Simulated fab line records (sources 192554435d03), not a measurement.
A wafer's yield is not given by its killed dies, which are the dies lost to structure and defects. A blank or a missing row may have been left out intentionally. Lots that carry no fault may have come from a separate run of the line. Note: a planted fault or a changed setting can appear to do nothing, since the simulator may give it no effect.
fab line records	flow n5-finfet
record lots=10	wafers=30	last-day=17
route steps=1938 shown BEOL_M9@1461 BEOL_M10@1473 PASSIVATION@1936
lots that met no fault: from a run of the same line without faults
start-h: the number of hours between the record's first day and the start of the first shown wafer of the lot	wait-h: hours elapsed since this lot's preceding step	" the same as in the row above	L1.1+2: one row covering several wafers at once	- no value, or no start given	* or withheld: withheld	< > ~ a bound
route shown NAME@n: names a module that has steps shown in the file, with the first one's number in the route	usual: mean/standard deviation of fault-free wafers	same: alike in all rows	chamber/n: place in a boat	sites: readings site by site	_std_site: standard deviation across them	_edge_site: mean of outer sites minus mean of inner sites	radius-mm: for every site, how far away it sits from the centre of the wafer	mask NAME#n: copy n	behind: the tool/chamber that last shaped the wafer	hold: what put the lot on hold/how long, in hours/how the hold closed	device: which transistor (n, p or np) failed to switch	end of line: at the end of the route, the tests of the same wafers	a step given without rows: its recipe and nothing more	killed: at the first sort, the dies lost to defects and structure; wafer yield is something else	map: shows each die of a wafer: x if killed, . if not, _ if none is there
set.NAME: the setting that was run; set.NAME@STEP: the one run at that earlier step	model.NAME: the simulator's own value behind a step, which no gauge read
one table for each step of the route and one row for each wafer, over a sample of lots
services: a tool's chamber out of use, with start hour (start-h, from the record's first day; less than 0 if before it), hours out, and reason
## steps
# step N5_BEOL_M9_SPUTTER_48
# recipe material=Cu	target-thk-a=120	temp-c=-20	bias-v=60	power-w=26000	chamber-pressure-pa=0.13	time-s=2
# usual bias-v=60.1/0.61	cathode-dc-power-W=26001/4.5	throttle-valve-pct=30.6/0.77
lot.wafer	tool	chamber	start-h	wait-h	bias-v	cathode-dc-power-W	throttle-valve-pct
L914.3	pvd-sputter-03	-	227.71	0.2	59.7	26005	31.3
L914.5	"	-	"	"	60.0	25997	30.4
L914.6	"	-	"	"	59.5	26003	31.2
L919.2	pvd-sputter-02	-	239.11	0.1	59.6	25996	31.0
L919.3	"	-	"	"	59.4	26000	30.4
L919.6	"	-	"	"	59.9	26002	30.4
L920.2	pvd-sputter-03	-	255.77	0.1	60.1	26010	31.9
L920.3	"	-	"	"	59.6	25997	31.2
L920.5	"	-	"	"	60.3	26006	30.7
L923.1	pvd-sputter-02	-	277.95	0.5	59.2	26003	30.6
L923.3	"	-	"	"	61.0	26000	29.3
L923.4	"	-	"	"	61.0	26004	29.6
L925.3	pvd-sputter-02	-	289.22	0.2	61.4	26009	31.2
L925.4	"	-	"	"	59.9	25998	29.3
L925.6	"	-	"	"	60.8	26002	30.8
L926.2	pvd-sputter-03	-	304.11	0.2	59.8	26003	31.1
L926.4	"	-	"	"	59.2	26002	32.0
L926.5	"	-	"	"	61.2	25997	30.6
L930.1	pvd-sputter-02	-	308.34	0.1	59.8	26004	29.7
L930.2	"	-	"	"	59.3	26011	29.3
L930.6	"	-	"	"	60.8	25998	31.2
L931.1	pvd-sputter-02	-	326.14	0.1	59.2	26002	31.1
L931.2	"	-	"	"	60.0	25999	29.6
L931.3	"	-	"	"	60.4	25999	30.4
L935.2	pvd-sputter-03	-	337.14	0.1	60.2	26000	30.3
L935.3	"	-	"	"	60.3	26002	31.6
L935.5	"	-	"	"	59.2	26000	31.6
L936.2	pvd-sputter-01	-	344.40	0.4	59.6	25999	29.7
L936.5	"	-	"	"	59.8	25998	29.9
L936.6	"	-	"	"	60.2	25999	29.7
# step N5_BEOL_M9_CMP_52
# recipe stop-on=SiCOH_lowk	t-overpolish-s=7	down-force-psi=1	platen-rpm=50	clearing-platen-down-force-psi=1.5	clearing-platen-rpm=50	post-cmp-clean=cu-alkaline	target-thk-nm=140	clearing-platen-pad-velocity-m-s=0.99484	pad-velocity-m-s=0.99484
# usual barrier-field-endpoint-s=28.6/0.67	motor-current-A=5.9/0.61	overpolish-run-s=7.000/0.0083	platen-rpm=50.00/0.033	slurry-filter-dp-kPa=13.50/0.14	time-to-endpoint-s=64.3/2.9
lot.wafer	tool	chamber	start-h	wait-h	barrier-field-endpoint-s	motor-current-A	overpolish-run-s	platen-rpm	slurry-filter-dp-kPa	time-to-endpoint-s
L914.3	cmp-01	1	228.27	0.2	28.3	6.0	6.987	49.99	13.35	63.3
L914.6	"	0	"	"	28.5	5.3	7.016	49.95	13.63	61.2
L914.5	"	1	"	"	29.1	6.2	7.006	50.00	13.27	66.4
L919.2	cmp-01	2	239.72	0.2	27.6	6.6	6.990	50.00	13.49	62.8
L919.3	"	3	"	"	27.5	4.9	7.007	49.99	13.51	61.5
L919.6	"	2	"	"	27.5	6.6	7.002	50.00	13.47	60.7
L920.3	cmp-02	2	256.37	0.2	28.8	4.9	7.001	50.02	13.30	64.5
L920.2	"	3	"	"	29.0	6.0	7.005	50.01	13.32	63.8
L920.5	"	0	"	"	28.7	6.2	6.994	49.98	13.77	65.2
L923.1	cmp-01	0	278.59	0.3	28.1	5.3	7.004	50.01	13.24	64.6
L923.4	"	1	"	"	28.2	6.2	7.011	50.05	13.54	63.6
L923.3	"	3	"	"	28.1	5.1	6.998	50.03	13.17	61.7
L925.3	cmp-03	1	289.79	0.2	28.6	6.6	6.999	50.07	13.50	68.2
L925.4	"	3	"	"	29.5	5.7	7.006	49.98	13.36	68.3
L925.6	"	1	"	"	28.9	6.7	6.986	50.09	13.54	65.0
L926.4	cmp-02	0	304.86	0.1	28.1	6.1	7.006	50.00	13.25	61.3
L926.2	"	1	"	"	29.1	7.2	6.989	49.95	13.47	60.6
L926.5	"	1	"	"	28.9	6.9	6.996	50.06	13.59	62.1
L930.2	cmp-02	2	309.22	0.2	28.5	5.1	6.992	49.99	13.63	64.0
L930.1	"	1	"	"	29.5	7.0	7.004	50.02	13.23	68.0
L930.6	"	3	"	"	30.0	6.0	6.989	50.01	13.46	66.8
L931.2	cmp-01	1	326.70	0.2	29.5	5.9	6.993	50.01	13.26	68.6
L931.1	"	2	"	"	28.1	6.6	6.996	49.97	13.71	60.7
L931.3	"	3	"	"	27.8	5.3	6.989	49.99	13.30	63.5
L935.3	cmp-01	2	337.81	0.2	28.0	6.5	6.989	49.96	13.67	62.4
L935.2	"	0	"	"	28.2	5.3	7.000	50.00	13.46	59.0
L935.5	"	3	"	"	27.8	5.1	6.984	50.04	13.41	60.1
L936.2	cmp-03	3	345.22	0.3	28.7	5.7	7.006	49.97	13.48	64.5
L936.6	"	1	"	"	28.7	6.5	6.981	49.97	13.59	66.4
L936.5	"	2	"	"	30.0	6.0	7.003	49.98	13.47	68.2
# step N5_BEOL_M9_PRE_CLEAN_55
# recipe gas=NH3	time-s=15	temp-c=withheld	rf-power-w=300
lot.wafer	tool	chamber	start-h	wait-h	since-wet-clean-h
L914.3	pecvd-04	0	228.58	0.0	-
L914.5	"	0	"	"	-
L914.6	"	1	"	"	-
L919.2	pecvd-04	0	240.01	0.0	763
L919.3	"	1	"	"	1488
L919.6	"	1	"	"	-
L920.2	pecvd-03	2	256.63	0.0	555
L920.3	"	1	"	"	2048
L920.5	"	1	"	"	-
L923.1	pecvd-02	1	278.92	0.0	1889
L923.3	"	0	"	"	1164
L923.4	"	0	"	"	-
L925.3	pecvd-02	2	290.09	0.0	421
L925.4	"	2	"	"	-
L925.6	"	1	"	"	-
L926.2	pecvd-03	1	305.19	0.0	2097
L926.4	"	0	"	"	-
L926.5	"	1	"	"	-
L930.1	pecvd-02	2	309.55	0.0	441
L930.2	"	1	"	"	1920
L930.6	"	2	"	"	-
L931.1	pecvd-02	2	327.00	0.0	458
L931.2	"	1	"	"	1937
L931.3	"	0	"	"	1212
L935.2	pecvd-02	0	338.14	0.0	1223
L935.3	"	1	"	"	1948
L935.5	"	1	"	"	-
L936.2	pecvd-04	2	345.48	0.0	114
L936.5	"	1	"	"	-
L936.6	"	2	"	"	-
# step N5_BEOL_M9_INSPECT_58
# recipe inspect-instrument=darkfield	mode=post-dep
# usual raw-defect-count=77/24
lot.wafer	tool	chamber	start-h	wait-h	raw-defect-count
L914.3	defect-inspect-01	-	228.72	0.0	94
L914.5	"	-	"	"	52
L914.6	"	-	"	"	117
L919.2	defect-inspect-01	-	240.14	0.0	52
L919.3	"	-	"	"	69
L919.6	"	-	"	"	47
L920.2	defect-inspect-02	-	256.75	0.0	57
L920.3	"	-	"	"	47
L920.5	"	-	"	"	43
L923.1	defect-inspect-01	-	279.06	0.0	54
L923.3	"	-	"	"	62
L923.4	"	-	"	"	85
L925.3	defect-inspect-02	-	290.22	0.0	93
L925.4	"	-	"	"	49
L925.6	"	-	"	"	59
L926.2	defect-inspect-01	-	306.55	0.0	105
L926.4	"	-	"	"	59
L926.5	"	-	"	"	95
L930.1	defect-inspect-01	-	309.67	0.0	67
L930.2	"	-	"	"	113
L930.6	"	-	"	"	102
L931.1	defect-inspect-01	-	327.12	0.0	1405
L931.2	"	-	"	"	1477
L931.3	"	-	"	"	1427
L935.2	defect-inspect-01	-	338.27	0.0	1415
L935.3	"	-	"	"	1344
L935.5	"	-	"	"	1427
L936.2	defect-inspect-01	-	345.60	0.0	122
L936.5	"	-	"	"	85
L936.6	"	-	"	"	69
# step N5_BEOL_M10_PECVD_70
# recipe material=SiO2	target-thk-a=200	temp-c=400	precursor=TEOS/O2	pressure-torr=5.5	rf-w=450	teos-flow-sccm=53.8	gas=O2	flow-sccm=3000	time-s=22.7
# usual heater-power-w=766/91	showerhead-plenum-p-Torr=8.77/0.11	throttle-valve-pct=22.2/1.1
lot.wafer	tool	chamber	start-h	wait-h	heater-power-w	showerhead-plenum-p-Torr	since-wet-clean-h	throttle-valve-pct
L914.3	pecvd-02	2	229.87	0.0	849	8.77	361	21.0
L914.5	"	0	"	"	877	8.69	-	23.3
L914.6	"	1	"	"	889	8.73	-	20.8
L919.2	pecvd-03	0	240.80	0.0	886	8.90	1307	23.4
L919.3	"	2	"	"	817	8.82	540	21.0
L919.6	"	1	"	"	655	8.71	-	21.1
L920.2	pecvd-01	0	257.42	0.0	754	8.62	961	23.0
L920.3	"	1	"	"	860	8.93	1686	23.5
L920.5	"	2	"	"	713	8.60	-	21.3
L923.1	pecvd-01	2	279.72	0.0	666	8.63	230	20.8
L923.3	"	2	"	"	687	8.64	-	21.3
L923.4	"	1	"	"	832	8.92	-	23.2
L925.3	pecvd-03	0	290.88	0.0	876	8.89	1357	23.4
L925.4	"	0	"	"	893	8.90	-	23.4
L925.6	"	1	"	"	632	8.71	-	21.4
L926.2	pecvd-01	2	307.21	0.0	728	8.63	257	21.4
L926.4	"	1	"	"	716	8.94	-	23.3
L926.5	"	2	"	"	736	8.63	-	21.3
L930.1	pecvd-03	1	310.34	0.0	649	8.69	2102	21.4
L930.2	"	2	"	"	674	8.81	609	21.2
L930.6	"	2	"	"	647	8.82	-	21.3
L931.1	pecvd-01	1	327.79	0.0	847	8.93	1757	23.6
L931.2	"	2	"	"	792	8.62	278	21.6
L931.3	"	0	"	"	738	8.63	1032	23.0
L935.2	pecvd-03	2	338.93	0.0	775	8.82	638	21.3
L935.3	"	1	"	"	627	8.71	2130	21.3
L935.5	"	2	"	"	793	8.81	-	21.4
L936.2	pecvd-01	0	346.27	0.0	714	8.62	1050	23.2
L936.5	"	0	"	"	698	8.62	-	22.8
L936.6	"	1	"	"	836	8.90	-	23.7
# step N5_BEOL_M10_INSPECT_13
# recipe mode=adi	inspect-instrument=brightfield
# usual raw-defect-count=456/91
lot.wafer	tool	chamber	start-h	wait-h	raw-defect-count
L914.3	defect-inspect-02	-	231.45	0.0	360
L914.5	"	-	"	"	254
L914.6	"	-	"	"	396
L919.2	defect-inspect-01	-	242.50	0.0	427
L919.3	"	-	"	"	445
L919.6	"	-	"	"	501
L920.2	defect-inspect-02	-	258.84	0.0	334
L920.3	"	-	"	"	321
L920.5	"	-	"	"	293
L923.1	defect-inspect-02	-	280.51	0.0	550
L923.3	"	-	"	"	395
L923.4	"	-	"	"	430
L925.3	defect-inspect-02	-	291.50	0.0	374
L925.4	"	-	"	"	308
L925.6	"	-	"	"	503
L926.2	defect-inspect-02	-	308.47	0.0	443
L926.4	"	-	"	"	619
L926.5	"	-	"	"	607
L930.1	defect-inspect-02	-	311.47	0.0	390
L930.2	"	-	"	"	436
L930.6	"	-	"	"	472
L931.1	defect-inspect-01	-	328.77	0.0	1784
L931.2	"	-	"	"	2022
L931.3	"	-	"	"	1844
L935.2	defect-inspect-01	-	340.10	0.0	2025
L935.3	"	-	"	"	1879
L935.5	"	-	"	"	1925
L936.2	defect-inspect-02	-	347.28	0.0	508
L936.5	"	-	"	"	462
L936.6	"	-	"	"	450
# step N5_PASSIVATION_PROBE_49
# usual defect-limited-yield=91.0/1.5	killed_at_M0_to_M3=36/12	killed_at_M4_up=14/5.5	killed-at-contacts=11/4.8	killed-at-front-end=42/12	killed-at-other=3.7/2.7	killed-dies=106/18	killed-on-rim=13/4.5	killed-open=70/13	killed-short=35/8.2	sort_bin_5_function=5.3/1	sort_bin_6_memory=3.3/0.69	sort_bin_8_speed=0.00/0.007	sort-n-pass=1074/18	sort-yield-pct=91.0/1.5
# same gross-dies=1180	killed-at-back-side=0	sort_bin_4_leakage[%]=0
lot.wafer	tool	chamber	start-h	wait-h	defect-limited-yield[%]	killed_at_M0_to_M3	killed_at_M4_up	killed-at-contacts	killed-at-front-end	killed-at-other	killed-dies	killed-on-rim	killed-open	killed-short	sort_bin_5_function[%]	sort_bin_6_memory[%]	sort_bin_8_speed[%]	sort-n-pass	sort-yield-pct[%]
L919.2	prober-01	-	300.51	0.1	88.7	51	12	11	55	4	133	14	89	42	7.3	3.6	0	1047	88.7
L919.3	prober-01	-	300.56	0.1	92.0	27	16	13	32	6	94	10	54	39	4.7	2.8	0	1086	92.0
L919.6	prober-01	-	300.71	0.3	89.8	38	17	11	51	3	120	16	87	32	5.9	4.0	0	1060	89.8
L920.2	prober-01	-	315.88	0.1	90.5	45	14	5	44	4	112	12	72	37	5.4	3.7	0	1068	90.5
L920.3	prober-01	-	315.93	0.1	91.6	29	12	6	39	13	99	12	59	38	4.4	3.8	0	1081	91.6
L920.5	prober-01	-	316.03	0.2	88.6	40	29	13	45	7	134	20	85	45	6.6	4.4	0	1046	88.6
L930.1	prober-02	-	361.67	0.0	88.3	46	20	15	54	3	138	22	95	43	5.9	5.1	0	1042	88.3
L930.2	prober-02	-	361.72	0.1	88.3	43	19	7	64	5	138	22	88	49	6.9	4.2	0	1042	88.3
L930.6	prober-02	-	361.92	0.3	88.4	36	23	7	63	8	137	18	97	40	7.1	4.2	0	1043	88.4
L931.1	prober-02	-	382.26	0.0	78.2	32	174	10	38	3	257	14	68	30	12.6	4.8	0	923	78.2
L931.2	prober-02	-	382.31	0.1	78.8	16	181	10	41	2	250	12	58	31	11.9	4.2	0	930	78.8
L931.3	prober-02	-	382.36	0.1	81.4	13	163	11	29	4	220	23	45	24	10.3	3.7	0	960	81.4
L935.2	prober-01	-	389.16	0.1	80.7	32	159	5	30	2	228	20	51	24	12.5	3.3	0	952	80.7
L935.3	prober-01	-	389.21	0.1	80.4	30	164	20	17	0	231	10	57	16	11.2	4.2	0	949	80.4
L935.5	prober-01	-	389.31	0.2	78.4	21	181	14	36	3	255	13	57	26	14.2	3.8	0	925	78.4
L936.2	prober-01	-	406.11	0.1	91.6	22	17	11	44	5	99	15	65	34	4.8	3.3	0	1081	91.6
L936.5	prober-01	-	406.26	0.2	92.8	26	11	8	36	4	85	6	53	28	4.1	2.8	0	1095	92.8
L936.6	prober-01	-	406.31	0.3	91.5	31	26	8	28	7	100	7	69	30	5.3	3.1	0	1080	91.5
# killed by level:class
L919.2 STI_FIN_REVEAL:geometric-particle:open=21 BEOL_M3:geometric-particle:open=13 BEOL_M0_SAQP:geometric-particle:open=12 BEOL_M0_SAQP:geometric-particle:short=11 BEOL_M1:geometric-particle:open=8 FIN_SAQP:geometric-particle:short=7 DUMMY_GATE:geometric-particle:open=6 MOL_CONTACT_COAG:geometric-particle:open=6
L919.3 BEOL_M2:geometric-particle:open=11 MOL_CONTACT_COAG:geometric-particle:open=9 STI_FIN_REVEAL:geometric-particle:open=5 FIN_SAQP:geometric-particle:short=4 DUMMY_GATE:geometric-particle:open=4 GATE_CUT:geometric-particle:open=4 GATE_CUT:geometric-particle:short=4 MOL_CONTACT_COAG:geometric-particle:short=4
L919.6 STI_FIN_REVEAL:geometric-particle:open=22 FIN_SAQP:geometric-particle:open=9 MOL_CONTACT_COAG:geometric-particle:open=9 BEOL_M3:geometric-particle:open=8 BEOL_M0_SAQP:geometric-particle:open=7 BEOL_M0_SAQP:geometric-particle:short=6 BEOL_M2:geometric-particle:open=6 BEOL_M4:geometric-particle:open=6
L920.2 BEOL_M2:geometric-particle:open=14 BEOL_M0_SAQP:geometric-particle:open=11 FIN_SAQP:geometric-particle:short=10 FIN_SAQP:geometric-particle:open=9 BEOL_M0_SAQP:geometric-particle:short=9 DUMMY_GATE:geometric-particle:open=7 BEOL_M3:geometric-particle:open=6 BEOL_M4:geometric-particle:open=6
L920.3 FIN_SAQP:geometric-particle:short=12 BEOL_M0_SAQP:geometric-particle:short=8 FIN_SAQP:geometric-particle:open=7 MIM_TOP_ETCH:geometric-particle:open=6 MOL_CONTACT_COAG:geometric-particle:open=6 BEOL_M2:geometric-particle:open=6 GATE_CUT:geometric-particle:short=5 STI_FIN_REVEAL:geometric-particle:open=4
L920.5 BEOL_M4:geometric-particle:open=17 BEOL_M0_SAQP:geometric-particle:short=11 FIN_SAQP:geometric-particle:open=10 MOL_CONTACT_COAG:geometric-particle:open=10 FIN_SAQP:geometric-particle:short=8 GATE_CUT:geometric-particle:short=8 BEOL_M2:geometric-particle:open=8 GATE_CUT:geometric-particle:open=5
L930.1 FIN_SAQP:geometric-particle:short=15 MOL_CONTACT_COAG:geometric-particle:open=15 STI_FIN_REVEAL:geometric-particle:open=12 BEOL_M0_SAQP:geometric-particle:open=12 BEOL_M0_SAQP:geometric-particle:short=10 FIN_SAQP:geometric-particle:open=9 BEOL_M1:geometric-particle:open=9 BEOL_M4:geometric-particle:open=6
L930.2 BEOL_M0_SAQP:geometric-particle:open=15 BEOL_M4:geometric-particle:open=12 FIN_SAQP:geometric-particle:short=11 BEOL_M0_SAQP:geometric-particle:short=10 STI_FIN_REVEAL:geometric-particle:open=9 FIN_SAQP:geometric-particle:open=8 DUMMY_GATE:geometric-particle:open=8 MOL_CONTACT_COAG:geometric-particle:open=7
L930.6 FIN_SAQP:geometric-particle:open=14 STI_FIN_REVEAL:geometric-particle:open=14 BEOL_M0_SAQP:geometric-particle:short=12 DUMMY_GATE:geometric-particle:open=11 BEOL_M4:geometric-particle:open=8 BEOL_M0_SAQP:geometric-particle:open=7 MOL_CONTACT_COAG:geometric-particle:open=6 BEOL_M3:geometric-particle:open=6
L931.1 BEOL_M9:unspecified=156 FIN_SAQP:geometric-particle:open=13 BEOL_M3:geometric-particle:open=12 FIN_SAQP:geometric-particle:short=9 BEOL_M4:geometric-particle:open=8 MOL_CONTACT_COAG:geometric-particle:open=7 BEOL_M0_SAQP:geometric-particle:open=6 BEOL_M0_SAQP:geometric-particle:short=6
L931.2 BEOL_M9:unspecified=161 FIN_SAQP:geometric-particle:open=11 MOL_CONTACT_COAG:geometric-particle:open=9 DUMMY_GATE:geometric-particle:open=8 BEOL_M4:geometric-particle:open=7 FIN_SAQP:geometric-particle:short=6 BEOL_M0_SAQP:geometric-particle:short=5 STI_FIN_REVEAL:geometric-particle:open=4
L931.3 BEOL_M9:unspecified=151 MOL_CONTACT_COAG:geometric-particle:open=11 FIN_SAQP:geometric-particle:open=7 BEOL_M4:geometric-particle:open=7 GATE_CUT:geometric-particle:short=5 BEOL_M0_SAQP:geometric-particle:short=4 FIN_SAQP:geometric-particle:short=3 DUMMY_GATE:geometric-particle:open=3
L935.2 BEOL_M9:unspecified=151 BEOL_M0_SAQP:geometric-particle:open=8 STI_FIN_REVEAL:geometric-particle:open=6 DUMMY_GATE:geometric-particle:open=6 BEOL_M2:geometric-particle:open=6 BEOL_M0_SAQP:geometric-particle:short=5 BEOL_M1:geometric-particle:open=4 FIN_SAQP:geometric-particle:open=3
L935.3 BEOL_M9:unspecified=157 MOL_CONTACT_COAG:geometric-particle:open=19 BEOL_M2:geometric-particle:open=9 STI_FIN_REVEAL:geometric-particle:open=7 BEOL_M0_SAQP:geometric-particle:open=5 BEOL_M3:geometric-particle:open=5 BEOL_M0_SAQP:geometric-particle:short=4 BEOL_M1:geometric-particle:short=3
L935.5 BEOL_M9:unspecified=170 MOL_CONTACT_COAG:geometric-particle:open=11 STI_FIN_REVEAL:geometric-particle:open=10 FIN_SAQP:geometric-particle:open=8 BEOL_M0_SAQP:geometric-particle:short=6 BEOL_M0_SAQP:geometric-particle:open=5 STI_FIN_REVEAL:geometric-particle:short=4 BEOL_M4:geometric-particle:open=4
L936.2 FIN_SAQP:geometric-particle:open=12 BEOL_M4:geometric-particle:open=10 MOL_CONTACT_COAG:geometric-particle:open=9 GATE_CUT:geometric-particle:short=8 FIN_SAQP:geometric-particle:short=7 DUMMY_GATE:geometric-particle:open=5 BEOL_M0_SAQP:geometric-particle:open=5 BEOL_M3:geometric-particle:open=5
L936.5 BEOL_M3:geometric-particle:open=7 FIN_SAQP:geometric-particle:short=6 BEOL_M1:geometric-particle:open=6 FIN_SAQP:geometric-particle:open=5 DUMMY_GATE:geometric-particle:open=5 MOL_CONTACT_COAG:geometric-particle:open=5 BEOL_M1:geometric-particle:short=4 BEOL_M2:geometric-particle:open=4
L936.6 BEOL_M4:geometric-particle:open=13 BEOL_M5:geometric-particle:open=9 DUMMY_GATE:geometric-particle:open=7 MOL_CONTACT_COAG:geometric-particle:open=7 BEOL_M1:geometric-particle:open=7 BEOL_M2:geometric-particle:open=7 BEOL_M3:geometric-particle:open=5 BEOL_M3:geometric-particle:short=5
## services
tool	chamber	start-h	hours	kind
cmp-02	-	214.94	0.6	repair
cmp-01	-	231.10	4.0	pm
pecvd-03	1	232.91	4.1	repair
cmp-01	-	235.10	-	consumable-replace:conditioner
cmp-01	-	235.10	-	consumable-replace:pad
cmp-01	-	242.23	1.7	repair
pecvd-04	1	243.10	2.1	scheduled-down
cmp-01	-	244.76	2.1	repair
cmp-02	-	246.27	2.4	repair
cmp-01	-	250.14	0.8	repair
pecvd-02	2	255.39	13.3	repair
cmp-03	-	262.13	4.7	pm
pecvd-01	0	275.00	5.5	scheduled-down
cmp-03	-	276.42	4.0	pm
cmp-01	-	280.40	2.6	repair
pecvd-02	-	284.87	1.5	repair
pecvd-04	0	290.32	5.5	scheduled-down
pecvd-03	-	292.21	0.6	repair
pecvd-04	0	306.89	23.2	repair
cmp-02	-	311.51	1.6	repair
pecvd-04	-	319.62	0.5	repair
cmp-01	-	328.49	3.4	repair
cmp-01	-	332.11	0.2	repair
cmp-02	-	338.58	4.0	pm
## key
first-sign step=N5_BEOL_M9_INSPECT_58	reading=raw-defect-count	direction=up	sigmas=55	usual=77	struck=1416
effect step=N5_BEOL_M10_INSPECT_13	reading=raw-defect-count	direction=up	sigmas=16	usual=456	struck=1913
effect step=N5_PASSIVATION_PROBE_49	reading=killed_at_M4_up	direction=up	sigmas=28	usual=14	struck=170
more-kills-born-at N5_BEOL_M9_PRE_CLEAN_55@pecvd-02=946
met-at N5_BEOL_M9_PRE_CLEAN_55
struck-lots L931,L935
not-acting-at N5_BEOL_M9_SPUTTER_48,N5_BEOL_M9_CMP_52,N5_BEOL_M10_PECVD_70
onset-between 309.55 327.00
fault kind=chamber-particle-source	tool=pecvd-02	chamber=-	onset-h=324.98	steps=N5_BEOL_M9_PRE_CLEAN_55	rate-per-visit-cm2=2.0857
